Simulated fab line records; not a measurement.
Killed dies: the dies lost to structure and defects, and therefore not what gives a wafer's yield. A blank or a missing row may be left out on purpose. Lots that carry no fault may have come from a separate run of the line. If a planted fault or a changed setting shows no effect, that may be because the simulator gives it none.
Lot-split experiment | flow n5-finfet | on a route of 1938 steps: 7 lots, 21 wafers read

== ABOUT THE SPLIT ==
At N5_BEOL_M1_ETCH_64 (etches SOC in N2/H2, target depth 75 nm, overetch 15 nm, time 112.5 s), the setting source-w was moved away from the recipe's 840 W on 8 of the 21 wafers read, by -13.7% to +14.9%. For the rest of the wafers, this setting stayed at what the recipe calls for.

The reading comes from the split's own step.

== THE READING ==
rf-vpp-V, in V, at N5_BEOL_M1_ETCH_64 (etches SOC in N2/H2, target depth 75 nm, overetch 15 nm, time 112.5 s). On this fab line, fault-free wafers typically give 523.1 V with a standard deviation of 2.8 V.

wafer  | tool, chamber at the split | source-w as run, W | against the recipe | rf-vpp-V, V | against lot-mates on the recipe
L074.1 | rie-diel-01, 0             | 733.7              | -12.7%             | 544.1       | +20.4
L074.2 | rie-diel-01, 1             | 840                | recipe             | 523.7       | -
L074.3 | rie-diel-01, 3             | 733.7              | -12.7%             | 551.3       | +27.6
L076.2 | rie-diel-05, 2             | 964.9              | +14.9%             | 497.7       | -24.6
L076.3 | rie-diel-05, 1             | 840                | recipe             | 523.3       | -
L076.6 | rie-diel-05, 2             | 840                | recipe             | 521.2       | -
L078.4 | rie-diel-05, 3             | 840                | recipe             | 526.4       | -
L078.5 | rie-diel-05, 3             | 840                | recipe             | 525.0       | -
L078.6 | rie-diel-05, 2             | 733.3              | -12.7%             | 545.1       | +19.4
L080.1 | rie-diel-06, 2             | 840                | recipe             | 517.2       | -
L080.3 | rie-diel-06, 0             | 840                | recipe             | 524.4       | -
L080.6 | rie-diel-06, 2             | 840                | recipe             | 518.6       | -
L084.1 | rie-diel-05, 0             | 724.8              | -13.7%             | 546.4       | +24.2
L084.2 | rie-diel-05, 3             | 724.8              | -13.7%             | 552.8       | +30.6
L084.4 | rie-diel-05, 1             | 840                | recipe             | 522.2       | -
L089.2 | rie-diel-05, 0             | 840                | recipe             | 528.8       | -
L089.4 | rie-diel-05, 3             | 745.5              | -11.3%             | 547.6       | +18.8
L089.6 | rie-diel-05, 1             | 745.5              | -11.3%             | 544.7       | +15.9
L093.2 | rie-diel-05, 2             | 840                | recipe             | 520.7       | -
L093.5 | rie-diel-05, 0             | 840                | recipe             | 528.3       | -
L093.6 | rie-diel-05, 3             | 840                | recipe             | 524.4       | -

THE FIT
A straight line over all 21 wafers: rf-vpp-V changes by -1.86 V for each +1% of source-w; r = -0.97; the points scatter about the line by 3.3 V.
The same after taking each lot's own level away (the mean of its wafers on the recipe; 21 wafers): -1.76 V for each +1%; r = -0.98; scatter 2.9 V.
That fit puts the effect of the largest move of source-w on the reading at 26 V.
The span of the lots' own levels, 520.07 to 528.80 V, comes to 3.1 times the standard deviation stated above.
Hence the lot-to-lot level has little effect on the slope; both slopes agree.
Check: for one of the wafers moved furthest among these (+14.9%), held out of the fit, the line's prediction against its lot-mates is -26.9 V. It came out at -24.6 V against them.
Tool readings at the split's step, against how far the setting was moved: rf-vpp-V r = -0.97.

== FURTHER SPLITS ON THESE WAFERS ==
Before the reading, these wafers also passed through other splits. Each is held against what the fit with the lots' levels taken away leaves over:
other split on the same wafers      | wafers away from the commonest value | r with rf-vpp-V (lot level and that fit taken away)
N5_HKMG_FIN_ETCH_55 time-s          | 8                                    | +0.34
N5_HKMG_FIN_PEB_10 peb-time-s       | 7                                    | +0.31
N5_HKMG_FIN_ETCH_32 bias-w          | 8                                    | +0.01
N5_GATE_CUT_CUT_ETCH_54 icp-w       | 7                                    | +0.28
N5_MOL_CONTACT_COAG_PECVD_31 temp-c | 5                                    | +0.42
N5_BEOL_M0_SAQP_PECVD_00 time-s     | 7                                    | -0.05
N5_BEOL_M0_SAQP_PECVD_97 time-s     | 8                                    | -0.01
N5_BEOL_M0_ETCH_138 bias-w          | 7                                    | +0.27
N5_BEOL_M0_ETCH_128 source-w        | 8                                    | -0.12

== THE FILE'S OWN FIT ==
rf-vpp-V changes by -1.73 V for each +1% of source-w, r = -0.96.
